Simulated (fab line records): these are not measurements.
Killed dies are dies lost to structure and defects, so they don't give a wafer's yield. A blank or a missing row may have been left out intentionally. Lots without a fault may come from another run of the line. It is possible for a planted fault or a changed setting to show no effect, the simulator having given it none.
Matching of chambers | flow nand-harc | pecvd-02 running NHARC_A_CONTACT_DEP_24: 3 sister chambers
The step deposits SiO2, target thk 500 nm. 14 wafers are shown with their chamber, then 7 later ones without.

WAFERS, EACH WITH ITS CHAMBER
wafer  | chamber | heater-power-w (W) | heater-power-outer-w (W) | throttle-valve-pct (%)
L504.1 | 2       | 433                | 246                      | 15.7
L504.3 | 1       | 606                | 346                      | 16.0
L504.5 | 0       | 640                | 360                      | 15.7
L506.2 | 1       | 590                | 311                      | 16.1
L506.4 | 1       | 628                | 338                      | 16.2
L506.5 | 0       | 676                | 376                      | 15.8
L510.1 | 2       | 434                | 242                      | 15.6
L510.3 | 0       | 638                | 364                      | 15.8
L510.5 | 0       | 675                | 370                      | 15.9
L517.1 | 2       | 447                | 247                      | 16.0
L517.3 | 0       | 572                | 299                      | 16.0
L517.4 | 0       | 608                | 312                      | 15.8
L516.2 | 0       | 650                | 353                      | 15.9
L516.3 | 1       | 701                | 408                      | 16.5

SIGNATURES (means of the wafers above)
reading              | chamber 0 | chamber 1 | chamber 2 | scatter within a chamber
heater-power-w       | 637.00    | 631.25    | 438.00    | 37.6
heater-power-outer-w | 347.71    | 350.75    | 245.00    | 30.8
throttle-valve-pct   | 15.843    | 16.200    | 15.767    | 0.161
Rule: for each reading, subtract the chamber's mean from the wafer's reading, divide by that reading's scatter and square the result; add these up over the readings and take the root, which gives the wafer's distance from the chamber. The wafer belongs to the nearest chamber; if the next one is less than 2 further off, it can't be placed. The scatter: the root of (the sum of the squares of (reading less its chamber's mean) over the shown wafers, divided by (wafers less chambers)).

WAFERS MISSING THEIR CHAMBER
wafer  | heater-power-w (W) | heater-power-outer-w (W) | throttle-valve-pct (%)
L516.4 | 549                | 277                      | 16.5
L518.2 | 651                | 357                      | 15.7
L518.4 | 450                | 249                      | 15.9
L518.5 | 673                | 372                      | 16.1
L519.2 | 621                | 353                      | 16.6
L519.4 | 501                | 262                      | 16.1
L519.5 | 318                | 159                      | 15.9

CHAMBER TAKEN BY EACH
wafer  | from the rows above          | in truth
L516.4 | can't be placed: 1 or 0 or 2 | 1
L518.2 | 0                            | 0
L518.4 | 2                            | 2
L518.5 | can't be placed: 1 or 0      | 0
L519.2 | 1                            | 1
L519.4 | can't be placed: 2 or 1      | 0
L519.5 | 2                            | 2
Correctly placed: 4 of 7. From these rows, 3 cannot be placed; in 2 the true chamber is one of the candidates. Number placed wrongly: 0.
